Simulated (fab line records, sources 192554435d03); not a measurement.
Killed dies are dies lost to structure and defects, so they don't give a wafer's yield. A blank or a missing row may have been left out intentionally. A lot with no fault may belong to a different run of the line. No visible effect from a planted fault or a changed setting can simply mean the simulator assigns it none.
Split-lot experiment | flow n5 finfet | on a route of 1938 steps: 7 lots, 39 wafers read

## SPLIT DETAILS
At N5_BEOL_M12_SPUTTER_44 (material Ta, target thk 10 nm, time 16.13 s), the setting time s was moved away from the recipe's 16.13 s on 18 of the 39 wafers read, by -57.0% to +53.0%. This setting was run at the recipe's value on the other wafers.

## FROM THE SPLIT TO THE READING: what the file shows between them, 3 steps
- N5_BEOL_M12_SPUTTER_45: material Cu, target thk 80 nm, time 13.33 s
- N5_BEOL_M12_ECD_47: material Cu, target thk 720 nm
- N5_BEOL_M12_ANNEAL_48: time 90 s

## THE READING
barrier field endpoint s, in s, at N5_BEOL_M12_CMP_49 (polishes, stops on SiOC, t overpolish 20.6 s, target thk 320 nm). A value of 30.3 s with a standard deviation of 0.7 s is what fault-free wafers of this fab line usually give.

wafer  | tool, chamber at the split | time s as run, s | against the recipe | barrier field endpoint s, s | against lot-mates on the recipe
L075.4 | pvd sputter-02, -          | 16.13            | recipe             | 31.6                        | -
L075.2 | pvd sputter-02, -          | 16.13            | recipe             | 31.0                        | -
L075.3 | pvd sputter-02, -          | 24.68            | +53.0%             | 38.6                        | +7.5
L075.1 | pvd sputter-02, -          | 24.68            | +53.0%             | 39.4                        | +8.3
L075.5 | pvd sputter-02, -          | 24.68            | +53.0%             | 38.0                        | +6.9
L075.6 | pvd sputter-02, -          | 16.13            | recipe             | 30.8                        | -
L077.4 | pvd sputter-02, -          | 16.13            | recipe             | 29.7                        | -
L077.1 | pvd sputter-02, -          | 16.13            | recipe             | 30.3                        | -
L077.2 | pvd sputter-02, -          | 16.13            | recipe             | 29.1                        | -
L083.2 | pvd sputter-02, -          | 16.13            | recipe             | 30.0                        | -
L083.3 | pvd sputter-02, -          | 16.13            | recipe             | 29.4                        | -
L083.1 | pvd sputter-02, -          | 6.937            | -57.0%             | 22.6                        | -6.9
L083.4 | pvd sputter-02, -          | 6.937            | -57.0%             | 23.0                        | -6.5
L083.5 | pvd sputter-02, -          | 6.937            | -57.0%             | 22.9                        | -6.6
L083.6 | pvd sputter-02, -          | 16.13            | recipe             | 29.2                        | -
L086.2 | pvd sputter-01, -          | 16.13            | recipe             | 30.5                        | -
L086.1 | pvd sputter-01, -          | 12.21            | -24.3%             | 27.0                        | -3.1
L086.3 | pvd sputter-01, -          | 16.13            | recipe             | 30.1                        | -
L086.4 | pvd sputter-01, -          | 12.21            | -24.3%             | 27.7                        | -2.4
L086.5 | pvd sputter-01, -          | 12.21            | -24.3%             | 27.8                        | -2.3
L086.6 | pvd sputter-01, -          | 16.13            | recipe             | 29.8                        | -
L090.2 | pvd sputter-02, -          | 16.13            | recipe             | 29.4                        | -
L090.4 | pvd sputter-02, -          | 20.08            | +24.5%             | 33.7                        | +4.0
L090.1 | pvd sputter-02, -          | 20.08            | +24.5%             | 33.6                        | +3.9
L090.3 | pvd sputter-02, -          | 16.13            | recipe             | 30.0                        | -
L090.6 | pvd sputter-02, -          | 16.13            | recipe             | 29.7                        | -
L090.5 | pvd sputter-02, -          | 20.08            | +24.5%             | 34.1                        | +4.4
L092.4 | pvd sputter-01, -          | 16.13            | recipe             | 29.9                        | -
L092.2 | pvd sputter-01, -          | 11.94            | -26.0%             | 27.7                        | -2.8
L092.1 | pvd sputter-01, -          | 11.94            | -26.0%             | 27.2                        | -3.3
L092.3 | pvd sputter-01, -          | 16.13            | recipe             | 30.8                        | -
L092.5 | pvd sputter-01, -          | 11.94            | -26.0%             | 26.7                        | -3.8
L092.6 | pvd sputter-01, -          | 16.13            | recipe             | 30.8                        | -
L095.1 | pvd sputter-02, -          | 18.59            | +15.3%             | 31.5                        | +1.2
L095.3 | pvd sputter-02, -          | 18.59            | +15.3%             | 31.6                        | +1.3
L095.2 | pvd sputter-02, -          | 16.13            | recipe             | 30.6                        | -
L095.4 | pvd sputter-02, -          | 18.59            | +15.3%             | 31.4                        | +1.1
L095.6 | pvd sputter-02, -          | 16.13            | recipe             | 30.2                        | -
L095.5 | pvd sputter-02, -          | 16.13            | recipe             | 30.2                        | -

THE FIT
A straight line over all 39 wafers: barrier field endpoint s changes by +0.138 s for each +1% of time s; r = +0.98; the points scatter about the line by 0.71 s.
The same after taking each lot's own level away (the mean of its wafers on the recipe; 39 wafers): +0.129 s for each +1%; r = +0.99; scatter 0.56 s.
On that fit, the largest move of time s shifts the reading by 7.3 s.
The lots' own levels span 29.53 to 31.13 s, that is 2.3 times the standard deviation above.
The two slopes are in agreement: the lot-to-lot level therefore moves the slope only a little.
Check: with one of the wafers moved furthest among these (-57.0%) left out of the fit, the line predicts -7.24 s for it against its lot-mates. Against them it came out at -6.93 s.

## FURTHER SPLITS ON THESE WAFERS
Before the reading, these wafers also passed through other splits. Each is held against what the fit with the lots' levels taken away leaves over:
other split on the same wafers           | wafers away from the commonest value | r with barrier field endpoint s (lot level and that fit taken away)
N5_BEOL_M6_TRENCH_ETCH_37 target depth a | 15                                   | +0.16
N5_BEOL_M8_DESCUM_33 time s              | 12                                   | +0.18

## THE WHOLE CHAIN: every reading that the file lists as answering this split, in the file's order
step                   | what it does                                                    | reading                                                                           | change (the file's fit)                | r (the file's)
N5_BEOL_M12_SPUTTER_44 | material Ta, target thk 10 nm, time 16.13 s                     | Ta_of_BEOL_M12_SPUTTER_44.thk nm (the simulator's own value, which no gauge read) | +0.0991 nm for each +1% of the setting | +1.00
N5_BEOL_M12_CMP_49     | polishes, stops on SiOC, t overpolish 20.6 s, target thk 320 nm | barrier field endpoint s                                                          | +0.128 s for each +1% of the setting   | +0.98

## THE FILE'S OWN FIT
barrier field endpoint s changes by +0.128 s for each +1% of time s, r = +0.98.
